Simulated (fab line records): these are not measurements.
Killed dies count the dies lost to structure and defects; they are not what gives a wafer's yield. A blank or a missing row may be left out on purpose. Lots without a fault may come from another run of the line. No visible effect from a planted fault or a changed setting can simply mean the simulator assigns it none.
Matching of chambers ; flow nand harc ; 4 sister chambers for NHARC_A_STAIRCASE_ALD_420 on ald hk-03
The step deposits SiO2, target thk 20 nm, pulse time 6 s, ald cycles 200. 4 wafers are shown with their chamber, then 12 later ones without.

== EACH WAFER AND ITS CHAMBER ==
wafer;chamber;heater power w (W)
L086.6;1;472
L091.2;3;394
L091.3;0;480
L091.5;2;427

== WAFERS MISSING THEIR CHAMBER ==
wafer;heater power w (W)
L092.1;414
L092.2;480
L092.3;468
L092.4;404
L092.5;467
L092.6;398
L093.1;398
L093.3;480
L093.5;402
L096.4;465
L096.5;403
L096.6;486

== WHICH CHAMBER EACH WENT THROUGH ==
wafer;from the rows above;in truth
L092.1;can't be placed: 2 or 3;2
L092.2;can't be placed: 0 or 1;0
L092.3;can't be placed: 1 or 0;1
L092.4;can't be placed: 3 or 2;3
L092.5;can't be placed: 1 or 0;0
L092.6;3;3
L093.1;3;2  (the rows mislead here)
L093.3;can't be placed: 0 or 1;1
L093.5;3;3
L096.4;can't be placed: 1 or 0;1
L096.5;3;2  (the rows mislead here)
L096.6;can't be placed: 0 or 1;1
2 of 12 placed correctly. Cannot be placed on the basis of these rows: 8; the candidates contain the true chamber in 8. Placed wrongly: 2.
How it was worked out, from the rows above alone: a wafer's distance from a chamber is the root of the sum, over the readings, of the square of ((its reading less the chamber's mean) divided by the reading's scatter). The wafer belongs to the nearest chamber; if the next one is less than 2 further off, it can't be placed. The mean given for a chamber averages the wafers shown for that chamber. The scatter (one wafer shown for each chamber): square how far every hidden wafer sits from the nearest shown wafer, average those squares and take the square root.
